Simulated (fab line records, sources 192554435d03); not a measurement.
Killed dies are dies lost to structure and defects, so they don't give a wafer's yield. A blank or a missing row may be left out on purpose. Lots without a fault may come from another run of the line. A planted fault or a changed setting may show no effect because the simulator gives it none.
fab line records | flow n5_finfet
record lots=7 wafers=21
route steps=1938 shown ZERO_LAYER@9 WELL_APT@21 PMOS_HMC_CHANNEL_EPI@63 DUMMY_GATE@220 SD_EPI_N@279 ILD0@338 GATE_CUT@466 MOL_CONTACT_COAG@532
start_h: hours from the record's first day to the start of the lot's first wafer shown | wait_h: hours since the lot's step before | " the same as in the row above | L1.1+2: a row that stands for several wafers | - no value, or no start given | * or withheld: withheld | < > ~ a bound
route shown NAME@n: a module of which the file shows steps, and the number in the route of the first | usual: mean/standard deviation of fault-free wafers | same: alike in all rows | chamber/n: place in a boat | sites: the reading at each site | _std_site: their standard deviation | _edge_site: outer sites' mean less inner sites' | radius_mm: how far each site lies from the wafer's centre | mask NAME#n: copy n | behind: the tool/chamber that last shaped the wafer | hold: why the lot was held/for how many hours/how that ended | device: the transistor (n, p or np) that didn't switch | end of line: the same wafers' tests at the end of the route | a step without rows: its recipe alone | killed: dies lost to structure and defects at the first sort, not the wafer's yield | map: a wafer's dies, x killed, . not, _ none there
set.NAME: the setting as run; set.NAME@STEP: as run at that earlier step | model.NAME: the simulator's own value behind a step, which no gauge read
lots whose settings were changed on purpose; a table a step, a row a wafer
## steps
# step N5_ZERO_LAYER_EXPOSE_08
# recipe mask_id=ZERO na=0.55 source_shape=conventional sigma_outer=0.8 polarization=unpolarized defocus_nm=0 target_cd_nm=2000 dose_mj=16.2
# columns lot.wafer tool chamber start_h wait_h mask set.dose_mj
L079.1 krf_scanner-02 0 42.46 - ZERO#0 15.4
L079.5+6 " 0 " " ZERO#0 16.2
L084.4 krf_scanner-02 0 72.50 - ZERO#0 16.87
L084.5+6 " 0 " " ZERO#0 16.2
L087.2 krf_scanner-01 0 90.47 - ZERO#0 15.26
L087.4+5 " 0 " " ZERO#0 16.2
L089.1+3+6 krf_scanner-02 0 102.46 - ZERO#0 16.2
L091.3+6 krf_scanner-02 0 114.62 - ZERO#0 15.29
L091.4 " 0 " " ZERO#0 16.2
L092.2+4+6 krf_scanner-02 0 120.47 - ZERO#0 16.2
L093.3+5 krf_scanner-01 0 126.60 - ZERO#0 17.07
L093.6 " 0 " " ZERO#0 16.2
# step N5_ZERO_LAYER_PEB_09
# recipe peb_temp_c=withheld peb_time_s=*
# step N5_ZERO_LAYER_DEVELOP_10
# recipe develop_time_s=60 rinse_liquid=diw dry=air_spin dev_temp_c=21
# step N5_ZERO_LAYER_HARDBAKE_23
# recipe temp_c=130 time_s=120
# step N5_ZERO_LAYER_CD_MEAS_11
# recipe target_cd_nm=2000 landing_energy_ev=500 detector=se_inlens
# usual cd_nm=1998.7/1.6
# columns lot.wafer tool chamber start_h wait_h set.dose_mj@ZERO_LAYER_EXPOSE_08 cd_nm
L079.1 cd_sem-02 0 42.64 - 15.4 1989.1
L079.5 " 0 " " 16.2 2000.8
L079.6 " 0 " " 16.2 2001.7
L084.4 cd_sem-03 0 72.67 - 16.87 2006.7
L084.5 " 0 " " 16.2 1997.0
L084.6 " 0 " " 16.2 1998.5
L087.2 cd_sem-03 0 90.64 - 15.26 1990.3
L087.4 " 0 " " 16.2 2000.4
L087.5 " 0 " " 16.2 2001.6
L089.1 cd_sem-01 0 102.64 - 16.2 2001.1
L089.3 " 0 " " 16.2 2001.3
L089.6 " 0 " " 16.2 2000.3
L091.3 cd_sem-02 0 114.80 - 15.29 1986.5
L091.4 " 0 " " 16.2 1998.9
L091.6 " 0 " " 15.29 1986.2
L092.2 cd_sem-02 0 120.64 - 16.2 1998.3
L092.4 " 0 " " 16.2 1998.3
L092.6 " 0 " " 16.2 1998.1
L093.3 cd_sem-02 0 126.77 - 17.07 2006.7
L093.5 " 0 " " 17.07 2006.1
L093.6 " 0 " " 16.2 1997.0
# step N5_ZERO_LAYER_DESCUM_16
# recipe chemistry=O2 time_s=7.9 source_power_w=50 bias_power_w=20 pressure_mtorr=20 rf_frequency_hz=2.712e+07 temp_c=40 o2_flow_sccm=225
# columns lot.wafer tool chamber start_h wait_h set.dose_mj@ZERO_LAYER_EXPOSE_08 model.ZERO_LAYER.cd_nm
L079.1 rie_diel-01 1 42.68 0.0 15.4 1989
L079.5 " 3 " " 16.2 2000
L079.6 " 2 " " 16.2 2002
L084.4 rie_diel-03 1 72.70 0.0 16.87 2006
L084.5+6 " 0,3 " " 16.2 -
L087.2 rie_diel-06 3 90.70 0.1 15.26 1990
L087.4 " 0 " " 16.2 2001
L087.5 " 1 " " 16.2 2002
L089.1+3 rie_diel-06 1,2 102.96 0.3 16.2 2001
L089.6 " 3 " " 16.2 2000
L091.3 rie_diel-03 0 114.89 0.1 15.29 -
L091.4 " 2 " " 16.2 1999
L091.6 " 1 " " 15.29 1986
L092.2+4+6 rie_diel-01 1,3,2 120.68 0.0 16.2 1998
L093.3 rie_diel-06 1 126.81 0.0 17.07 2007
L093.5 " 1 " " 17.07 2006
L093.6 " 2 " " 16.2 1997
# step N5_ZERO_LAYER_ETCH_17
# recipe chemistry=CF4 target=SiO2 target_depth_a=120 time_s=13.3 ion_energy_ev=350 pressure_mtorr=40 source_w=450 bias_w=215 Ar_flow_sccm=100 cf4_flow_sccm=100
# columns lot.wafer tool chamber start_h wait_h set.dose_mj@ZERO_LAYER_EXPOSE_08 model.ZERO_LAYER.cd_nm
L079.1 rie_diel-01 1 42.71 0.0 15.4 1989
L079.5 " 3 " " 16.2 2000
L079.6 " 2 " " 16.2 2002
L084.4 rie_diel-03 1 72.73 0.0 16.87 2006
L084.5 " 0 " " 16.2 1997
L084.6 " 3 " " 16.2 1998
L087.2 rie_diel-06 3 90.73 0.0 15.26 1990
L087.4 " 0 " " 16.2 2001
L087.5 " 1 " " 16.2 2002
L089.1+3 rie_diel-06 1,2 103.00 0.0 16.2 2001
L089.6 " 3 " " 16.2 2000
L091.3+6 rie_diel-03 0,1 114.92 0.0 15.29 1986
L091.4 " 2 " " 16.2 1999
L092.2+4+6 rie_diel-01 1,3,2 120.71 0.0 16.2 1998
L093.3 rie_diel-06 1 126.85 0.0 17.07 2007
L093.5 " 1 " " 17.07 2006
L093.6 " 2 " " 16.2 1997
# step N5_WELL_APT_COAT_02
# recipe spin_rpm=1357 resist_thk_nm=950
# columns lot.wafer tool chamber start_h wait_h set.spin_rpm model.coat_of_WELL_APT_COAT_02.thk_nm
L079.1 litho_track-04 0 - - 1319 962.2
L079.5 " 0 " " 1319 961.5
L079.6 " 0 " " 1357 940.8
L084.4 litho_track-05 0 - - 1357 952
L084.5 " 0 " " 1357 952.8
L084.6 " 0 " " 1357 952.9
L087.2 litho_track-04 0 - - 1416 931.4
L087.4 " 0 " " 1416 930.9
L087.5 " 0 " " 1416 931.7
L089.1 litho_track-02 0 - - 1455 917.1
L089.3 " 0 " " 1357 950.5
L089.6 " 0 " " 1357 950.2
L091.3 litho_track-04 0 - - 1477 907.2
L091.4+6 " 0 " " 1477 907.3
L092.2 litho_track-04 0 - - 1357 950.6
L092.4 " 0 " " 1357 947.6
L092.6 " 0 " " 1357 952.6
L093.3 litho_track-04 0 - - 1357 949.3
L093.5 " 0 " " 1357 951.1
L093.6 " 0 " " 1357 951
# step N5_PMOS_HMC_CHANNEL_EPI_PEB_07
# recipe peb_temp_c=110 peb_time_s=60 resist=CAR-ArF-block
# columns lot.wafer tool chamber start_h wait_h set.peb_temp_c
L079.1+5+6 litho_track-05 0 47.21 0.1 110
L084.4+5 litho_track-05 0 77.57 0.0 107.4
L084.6 " 0 " " 110
L087.2+4+5 litho_track-03 0 94.86 0.0 110
L089.1 litho_track-05 0 108.15 0.1 107.1
L089.3+6 " 0 " " 110
L091.3 litho_track-05 0 119.26 0.0 110
L091.4+6 " 0 " " 113.6
L092.2+4+6 litho_track-03 0 125.20 0.0 110
L093.3+5 litho_track-03 0 131.22 0.0 110
L093.6 " 0 " " 108.2
# step N5_PMOS_HMC_CHANNEL_EPI_DEVELOP_08
# recipe develop_time_s=30 developer=TMAH resist=CAR-ArF-block dev_temp_c=23 rinse_liquid=diw dry=air_spin
# columns lot.wafer tool chamber start_h wait_h set.develop_time_s
L079.1+6 litho_track-05 0 - - 30
L079.5 " 0 " " 34
L084.4+5 litho_track-05 0 - - 30
L084.6 " 0 " " 32.62
L087.2 litho_track-03 0 - - 30
L087.4+5 " 0 " " 36.57
L089.1+6 litho_track-05 0 - - 30
L089.3 " 0 " " 25.87
L091.3+6 litho_track-05 0 - - 25.69
L091.4 " 0 " " 30
L092.2+4+6 litho_track-03 0 - - 30
L093.3+6 litho_track-03 0 - - 30
L093.5 " 0 " " 24.32
# step N5_PMOS_HMC_CHANNEL_EPI_CD_MEAS_09
# recipe target_cd_nm=237.4 landing_energy_ev=500 detector=se_inlens
# usual cd_nm=237.8/0.73
# columns lot.wafer tool chamber start_h wait_h set.peb_temp_c@PMOS_HMC_CHANNEL_EPI_PEB_07 cd_nm
L079.1 cd_sem-01 0 47.28 - 110 237.0
L079.5 " 0 " " 110 237.5
L079.6 " 0 " " 110 237.5
L084.4 cd_sem-03 0 77.64 - 107.4 230.6
L084.5 " 0 " " 107.4 230.1
L084.6 " 0 " " 110 237.7
L087.2 cd_sem-03 0 94.93 - 110 237.4
L087.4 " 0 " " 110 238.3
L087.5 " 0 " " 110 238.5
L089.1 cd_sem-02 0 108.22 - 107.1 228.7
L089.3 " 0 " " 110 236.8
L089.6 " 0 " " 110 238.6
L091.3 cd_sem-03 0 119.33 - 110 237.0
L091.4 " 0 " " 113.6 248.7
L091.6 " 0 " " 113.6 247.4
L092.2 cd_sem-01 0 125.27 - 110 237.7
L092.4 " 0 " " 110 237.7
L092.6 " 0 " " 110 237.8
L093.3 cd_sem-01 0 131.29 - 110 239.1
L093.5 " 0 " " 110 237.3
L093.6 " 0 " " 108.2 233.3
# step N5_PMOS_HMC_CHANNEL_EPI_DESCUM_14
# recipe chemistry=O2 time_s=7.9 source_power_w=50 bias_power_w=20 pressure_mtorr=20 rf_frequency_hz=2.712e+07 temp_c=40 resist=CAR-ArF-block o2_flow_sccm=225
# columns lot.wafer tool chamber start_h wait_h set.peb_temp_c@PMOS_HMC_CHANNEL_EPI_PEB_07 model.PMOS_HMC_CHANNEL_EPI.cd_nm
L079.1 rie_diel-03 1 47.37 0.0 110 236.9
L079.5+6 " 0,3 " " 110 237.5
L084.4 rie_diel-06 2 77.74 0.0 107.4 230.5
L084.5 " 0 " " 107.4 230.2
L084.6 " 3 " " 110 237.7
L087.2 rie_diel-06 0 95.01 0.0 110 237.1
L087.4 " 2 " " 110 238.4
L087.5 " 2 " " 110 238.5
L089.1 rie_diel-03 0 108.31 0.0 107.1 228.5
L089.3 " 2 " " 110 236.5
L089.6 " 0 " " 110 238.3
L091.3 rie_diel-06 0 119.41 0.0 110 237.4
L091.4 " 3 " " 113.6 248.5
L091.6 " 2 " " 113.6 247.5
L092.2+6 rie_diel-06 1,0 125.35 0.0 110 237.4
L092.4 " 0 " " 110 237.7
L093.3 rie_diel-01 2 131.37 0.0 110 239.1
L093.5 " 2 " " 110 237.4
L093.6 " 1 " " 108.2 233.1
# step N5_DUMMY_GATE_HM_DEP_06
# recipe material=SiNx target_thk_a=800 precursor=DCS/NH3 temp_c=700 pressure_mtorr=300 time_s=5141
# columns lot.wafer tool chamber start_h wait_h set.time_s model.SiNx_of_DUMMY_GATE_HM_DEP_06.thk_nm
L079.1+5 - - - 0.0 5818 88.6
L079.6 " - " " 5818 89.2
L084.4 - - - 0.0 5709 89.4
L084.5 " - " " 5709 89.2
L084.6 " - " " 5709 89.6
L087.2 - - - 0.4 4636 72.2
L087.4 " - " " 4636 72.8
L087.5 " - " " 4636 72.4
L089.1+6 - - - 0.0 5446 85.6
L089.3 " - " " 5446 86.2
L091.3+4 - - - 0.0 5790 89
L091.6 " - " " 5790 89.6
L092.2 lpcvd-01 0/20 149.64 0.0 5141 78.4
L092.4 " 0/29 " " 5141 79
L092.6 " 0/39 " " 5141 77.6
L093.3 - - - 0.0 4504 70.6
L093.5 " - " " 4504 69.2
L093.6 " - " " 4504 69.4
# step N5_SD_EPI_N_ETCH_16
# recipe chemistry=CHF3/O2 target=SiO2 target_depth_a=50 mask_material=SOC pressure_mtorr=30 source_w=650 bias_w=170 Ar_flow_sccm=200 CHF3_flow_sccm=50 O2_flow_sccm=5 ion_energy_ev=200
# columns lot.wafer tool chamber start_h wait_h set.target_depth_a model.etch.depth_nm
L079.1 rie_diel-02 2 79.16 0.1 45.35 4.544
L079.5 " 3 " " 50 4.927
L079.6 " 0 " " 50 5.113
L084.4 rie_diel-04 3 112.66 0.1 52.82 5.329
L084.5 " 3 " " 50 5.06
L084.6 " 2 " " 52.82 5.405
L087.2 rie_diel-05 0 130.85 0.1 55.31 5.448
L087.4 " 1 " " 55.31 5.547
L087.5 " 0 " " 50 4.945
L089.1 rie_diel-05 0 140.39 0.1 50 4.938
L089.3 " 3 " " 47.02 4.682
L089.6 " 0 " " 50 4.945
L091.3 rie_diel-04 2 152.58 0.1 50 5.124
L091.4 " 3 " " 52.2 5.346
L091.6 " 2 " " 50 5.114
L092.2 rie_diel-02 0 156.93 0.1 50 5.039
L092.4 " 3 " " 50 4.912
L092.6 " 3 " " 50 4.908
L093.3 rie_diel-05 1 162.10 0.1 50 4.921
L093.5 " 2 " " 50 4.994
L093.6 " 3 " " 47 4.608
# step N5_ILD0_CMP_03
# recipe stop_on=SiNx t_overpolish_s=1.9 post_cmp_clean=alkaline_brush down_force_psi=4.1491 platen_rpm=51.796 pad_velocity_m_s=1.0306 target_thk_nm=197.38
# usual time_to_endpoint_s=73/3.9
# columns lot.wafer tool chamber start_h wait_h set.down_force_psi time_to_endpoint_s
L079.1 cmp-01 0 90.17 0.1 4.1491 75
L079.5 " 2 " " 4.1491 75
L079.6 " 3 " " 4.1491 75
L084.4 cmp-02 1 123.52 0.1 4.1491 70
L084.5 " 3 " " 4.859 64
L084.6 " 0 " " 4.859 62
L087.4 cmp-02 0 141.59 0.0 3.617 82
L087.2 " 1 " " 4.1491 69
L087.5 " 1 " " 4.1491 68
L089.3 cmp-04 1 151.43 0.1 4.1491 71
L089.1 " 2 " " 4.1491 68
L089.6 " 0 " " 4.846 62
L091.3 cmp-02 2 164.27 0.0 3.317 90
L091.4 " 3 " " 4.1491 71
L091.6 " 2 " " 4.1491 72
L092.2 cmp-02 3 167.76 0.1 4.1491 76
L092.4 " 0 " " 4.1491 71
L092.6 " 2 " " 4.1491 76
L093.3 cmp-04 1 173.51 0.0 4.1491 70
L093.5 " 1 " " 4.1491 70
L093.6 " 2 " " 4.1491 71
# step N5_GATE_CUT_ETCH_56
# recipe chemistry=Cl2/Ar target=TiN target_depth_a=216 pressure_mtorr=10 icp_w=600 bias_w=60 Cl2_flow_sccm=40 Ar_flow_sccm=60
# columns lot.wafer tool chamber start_h wait_h set.icp_w model.etch.depth_nm
L079.1 rie_metal-02 0 111.80 0.1 600 21.7
L079.5 " 1 " " 521.8 19.07
L079.6 " 0 " " 600 21.72
L084.4 rie_metal-01 0 141.36 0.1 600 21.39
L084.5 " 1 " " 693.1 23.7
L084.6 " 0 " " 693.1 24.56
L087.2 rie_metal-01 1 163.00 0.1 563.9 19.97
L087.4 " 0 " " 563.9 20.42
L087.5 " 1 " " 600 21.12
L089.1+3 rie_metal-02 1 169.76 0.1 600 21.77
L089.6 " 1 " " 632.3 22.83
L091.3 rie_metal-02 1 182.49 0.1 529.4 19.39
L091.4 " 0 " " 529.4 19.64
L091.6 " 1 " " 600 21.64
L092.2 rie_metal-01 0 185.79 0.1 600 21.57
L092.4 " 0 " " 600 21.45
L092.6 " 1 " " 600 21.17
L093.3 rie_metal-01 0 192.24 0.1 600 21.65
L093.5 " 0 " " 600 21.73
L093.6 " 1 " " 509.5 18.44
# step N5_MOL_CONTACT_COAG_ETCH_106
# recipe chemistry=N2/H2 target=SOC target_depth_a=800 overetch_a=160 mask_material=SiARC temp_c=40 time_s=120 ion_energy_ev=200 pressure_mtorr=30 source_w=840 bias_w=150 n2_flow_sccm=200 h2_flow_sccm=200
# usual rf_vpp_V=525/3.4
# columns lot.wafer tool chamber start_h wait_h set.source_w rf_vpp_V
L079.1 rie_diel-02 3 119.65 0.0 840 527
L079.5 " 0 " " 840 528
L079.6 " 3 " " 840 528
L084.4 rie_diel-04 1 150.28 0.0 840 521
L084.5 " 2 " " 800 532
L084.6 " 1 " " 840 522
L087.2 rie_diel-04 3 170.68 0.0 897.9 512
L087.4 " 1 " " 897.9 511
L087.5 " 2 " " 840 521
L089.1 rie_diel-02 3 178.91 0.0 840 526
L089.3 " 0 " " 840 527
L089.6 " 0 " " 840 528
L091.3 rie_diel-02 2 190.21 0.0 840 523
L091.4 " 0 " " 707.9 559
L091.6 " 3 " " 840 526
L092.2 rie_diel-05 3 193.62 0.0 840 526
L092.4 " 0 " " 840 527
L092.6 " 3 " " 840 526
L093.3 rie_diel-05 1 200.99 0.0 965.9 495
L093.5 " 1 " " 840 518
L093.6 " 2 " " 965.9 504
# step N5_MOL_CONTACT_COAG_STRIP_108
# recipe chemistry=N2/H2 temp_c=40 n2_flow_sccm=200 h2_flow_sccm=200 rf_frequency_hz=6e+07
# columns lot.wafer tool chamber start_h wait_h set.temp_c
L079.1+5+6 rie_diel-02 3,0,3 119.74 0.0 40
L084.4+5+6 rie_diel-04 1,2,1 150.37 0.0 40
L087.2+4+5 rie_diel-04 3,1,2 170.77 0.0 40
L089.1+3 rie_diel-02 3,0 179.00 0.0 41.75
L089.6 " 0 " " 40
L091.3 rie_diel-02 2 190.30 0.0 40
L091.4+6 " 0,3 " " 42.94
L092.2+4+6 rie_diel-05 3,0,3 193.71 0.0 40
L093.3+6 rie_diel-05 1,2 201.08 0.0 38.02
L093.5 " 1 " " 40
# step N5_MOL_CONTACT_COAG_CONTACT_ETCH_14
# recipe chemistry=C4F6/O2 target=SiO2 target_depth_a=275 overetch_a=85 mask_material=SOC pressure_mtorr=30 source_w=370 bias_w=185 Ar_flow_sccm=300 C4F6_flow_sccm=16 O2_flow_sccm=10 time_s=20 ion_energy_ev=259.6
# columns lot.wafer tool chamber start_h wait_h set.source_w@MOL_CONTACT_COAG_ETCH_106 model.MOL_CONTACT_COAG.cd_offset_nm
L079.1+6 rie_diel-02 3 119.75 0.0 840 0
L079.5 " 0 " " 840 -0.2
L084.4+6 rie_diel-04 1 150.38 0.0 840 0.2
L084.5 " 2 " " 800 0.2
L087.2 rie_diel-04 3 170.78 0.0 897.9 0.2
L087.4 " 1 " " 897.9 0
L087.5 " 2 " " 840 -0.2
L089.1+6 rie_diel-02 3,0 179.01 0.0 840 0.2
L089.3 " 0 " " 840 0
L091.3+6 rie_diel-02 2,3 190.31 0.0 840 0.2
L091.4 " 0 " " 707.9 -0.4
L092.2+6 rie_diel-05 3 193.72 0.0 840 0
L092.4 " 0 " " 840 0.2
L093.3 rie_diel-05 1 201.09 0.0 965.9 0
L093.5 " 1 " " 840 -0.4
L093.6 " 2 " " 965.9 0.2
# step N5_MOL_CONTACT_COAG_COAT_64
# recipe resist=underlayer temp_c=205 time_s=60 spin_rpm=1500 resist_thk_nm=10
# columns lot.wafer tool chamber start_h wait_h set.spin_rpm model.underlayer_of_MOL_CONTACT_COAG_COAT_64.thk_nm
L079.1+6 litho_track-02 0 - - 1423 10.2
L079.5 " 0 " " 1500 10
L084.4 litho_track-02 0 - - 1407 10.4
L084.5+6 " 0 " " 1500 10
L087.2+5 litho_track-02 0 - - 1500 10
L087.4 " 0 " " 1586 9.6
L089.1+6 litho_track-02 0 - - 1500 10
L089.3 " 0 " " 1585 9.8
L091.3 litho_track-05 0 - - 1599 9.6
L091.4+6 " 0 " " 1500 10
L092.2+4+6 litho_track-04 0 - - 1500 10
L093.3+5+6 litho_track-05 0 - - 1500 10
# step N5_MOL_CONTACT_COAG_COAT_34
# recipe resist=CAR-EUV spin_rpm=1500 resist_thk_nm=40
# step N5_MOL_CONTACT_COAG_EBR_36
# recipe solvent=PGMEA ebr_width_mm=1.5
# step N5_MOL_CONTACT_COAG_DESCUM_45
# recipe chemistry=O2 time_s=7 source_power_w=50 bias_power_w=20 pressure_mtorr=20 rf_frequency_hz=2.712e+07 temp_c=40 resist=CAR-EUV o2_flow_sccm=225
# step N5_MOL_CONTACT_COAG_ETCH_65
# recipe chemistry=N2/H2 target=underlayer target_depth_a=130 mask_material=CAR-EUV time_s=10.4 ion_energy_ev=200 pressure_mtorr=30 source_w=840 bias_w=150 n2_flow_sccm=200 h2_flow_sccm=200 ends=cleared
# columns lot.wafer tool chamber start_h wait_h set.spin_rpm@MOL_CONTACT_COAG_COAT_64 model.etch.depth_nm
L079.1+6 rie_diel-02 2 131.46 0.0 1423 10.29
L079.5 " 1 " " 1500 10.01
L084.4 rie_diel-04 3 161.86 0.0 1407 10.3
L084.5 " 0 " " 1500 9.993
L084.6 " 1 " " 1500 10
L087.2 rie_diel-02 0 183.12 0.0 1500 9.975
L087.4 " 3 " " 1586 9.698
L087.5 " 0 " " 1500 9.971
L089.1 rie_diel-02 2 192.44 0.0 1500 9.975
L089.3 " 3 " " 1585 9.722
L089.6 " 2 " " 1500 9.952
L091.3 rie_diel-05 2 200.07 0.0 1599 9.654
L091.4 " 1 " " 1500 9.974
L091.6 " 3 " " 1500 9.979
L092.2 rie_diel-02 1 206.10 0.0 1500 9.985
L092.4 " 3 " " 1500 9.971
L092.6 " 0 " " 1500 9.99
L093.3+6 rie_diel-04 1 213.96 0.0 1500 10.05
L093.5 " 2 " " 1500 10.04
## key
split step=N5_ZERO_LAYER_EXPOSE_08 setting=dose_mj stated=16.2 by=wafer
response step=N5_ZERO_LAYER_CD_MEAS_11 reading=cd_nm change=+2.07 per=1% r=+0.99
response step=N5_ZERO_LAYER_DESCUM_16 reading=model.ZERO_LAYER.cd_nm change=+2.03 per=1% r=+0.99
response step=N5_ZERO_LAYER_ETCH_17 reading=model.ZERO_LAYER.cd_nm change=+2.06 per=1% r=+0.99
split step=N5_WELL_APT_COAT_02 setting=spin_rpm stated=1357 by=wafer
response step=N5_WELL_APT_COAT_02 reading=model.coat_of_WELL_APT_COAT_02.thk_nm change=-4.98 per=1% r=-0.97
split step=N5_PMOS_HMC_CHANNEL_EPI_PEB_07 setting=peb_temp_c stated=110 by=wafer
response step=N5_PMOS_HMC_CHANNEL_EPI_CD_MEAS_09 reading=cd_nm change=+3.29 per=1% r=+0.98
response step=N5_PMOS_HMC_CHANNEL_EPI_DESCUM_14 reading=model.PMOS_HMC_CHANNEL_EPI.cd_nm change=+3.25 per=1% r=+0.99
split step=N5_PMOS_HMC_CHANNEL_EPI_DEVELOP_08 setting=develop_time_s stated=30 by=wafer
response none clear
split step=N5_DUMMY_GATE_HM_DEP_06 setting=time_s stated=5141 by=lot
response step=N5_DUMMY_GATE_HM_DEP_06 reading=model.SiNx_of_DUMMY_GATE_HM_DEP_06.thk_nm change=+0.781 per=1% r=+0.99
split step=N5_SD_EPI_N_ETCH_16 setting=target_depth_a stated=50 by=wafer
response step=N5_SD_EPI_N_ETCH_16 reading=model.etch.depth_nm change=+0.0518 per=1% r=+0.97
split step=N5_ILD0_CMP_03 setting=down_force_psi stated=4.1491 by=wafer
response step=N5_ILD0_CMP_03 reading=time_to_endpoint_s change=* per=1% r=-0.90
split step=N5_GATE_CUT_ETCH_56 setting=icp_w stated=600 by=wafer
response step=N5_GATE_CUT_ETCH_56 reading=model.etch.depth_nm change=+0.193 per=1% r=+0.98
split step=N5_MOL_CONTACT_COAG_ETCH_106 setting=source_w stated=840 by=wafer
response step=N5_MOL_CONTACT_COAG_ETCH_106 reading=rf_vpp_V change=-1.74 per=1% r=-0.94
response step=N5_MOL_CONTACT_COAG_CONTACT_ETCH_14 reading=model.MOL_CONTACT_COAG.cd_offset_nm change=+0.035 per=1% r=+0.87
split step=N5_MOL_CONTACT_COAG_STRIP_108 setting=temp_c stated=40 by=wafer
response none clear
split step=N5_MOL_CONTACT_COAG_COAT_64 setting=spin_rpm stated=1500 by=wafer
response step=N5_MOL_CONTACT_COAG_COAT_64 reading=model.underlayer_of_MOL_CONTACT_COAG_COAT_64.thk_nm change=-0.0552 per=1% r=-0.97
response step=N5_MOL_CONTACT_COAG_ETCH_65 reading=model.etch.depth_nm change=-0.0484 per=1% r=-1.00
